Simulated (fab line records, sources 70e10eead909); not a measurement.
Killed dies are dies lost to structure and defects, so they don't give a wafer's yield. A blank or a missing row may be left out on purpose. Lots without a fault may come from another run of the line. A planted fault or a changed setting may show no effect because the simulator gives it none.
Chamber matching | flow nand_harc | NHARC_A_STAIRCASE_ETCH_444 on rie_diel-10: 4 sister chambers
The step etches the open film in C4F8/O2, target depth 20400 nm, time 6800 s. 8 wafers are shown with their chamber, then 10 later ones without.

WAFERS WITH THEIR CHAMBER
wafer  | chamber | rf_vpp_V (V) | oes_product_au (a.u.)
L077.2 | 3       | 805          | 0.978
L084.4 | 2       | 813          | 0.918
L084.6 | 0       | 806          | 0.925
L085.1 | 3       | 806          | 0.934
L085.2 | 0       | 806          | 0.929
L085.5 | 1       | 807          | 0.934
L086.1 | 2       | 813          | 0.927
L086.2 | 1       | 805          | 0.924

WAFERS WITHOUT THEIR CHAMBER
wafer  | rf_vpp_V (V) | oes_product_au (a.u.)
L086.5 | 806          | 0.921
L089.2 | 805          | 0.929
L089.4 | 812          | 0.920
L089.5 | 806          | 0.921
L091.1 | 805          | 0.960
L091.2 | 806          | 0.979
L091.3 | 805          | 0.961
L095.3 | 813          | 0.965
L095.4 | 805          | 0.973
L095.5 | 811          | 0.962

WHICH CHAMBER EACH WENT THROUGH
wafer  | from the rows above          | in truth
L086.5 | can't be placed: 0 or 1 or 3 | 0
L089.2 | can't be placed: 1 or 0 or 3 | 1
L089.4 | 2                            | 2
L089.5 | can't be placed: 0 or 1 or 3 | 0
L091.1 | can't be placed: 3 or 1 or 0 | 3
L091.2 | can't be placed: 3 or 1 or 0 | 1
L091.3 | can't be placed: 3 or 1 or 0 | 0
L095.3 | 2                            | 2
L095.4 | can't be placed: 3 or 1 or 0 | 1
L095.5 | 2                            | 2
Placed correctly: 3 of 10. Can't be placed from these rows: 7 (the true chamber is among the candidates in 7). Placed wrongly: 0.
How it was worked out, from the rows above alone: a wafer's distance from a chamber is the root of the sum, over the readings, of the square of ((its reading less the chamber's mean) divided by the reading's scatter). The wafer belongs to the nearest chamber; if the next one is less than 2 further off, it can't be placed. A chamber's mean is the mean of its shown wafers. The scatter: the root of (the sum of the squares of (reading less its chamber's mean) over the shown wafers, divided by (wafers less chambers)).
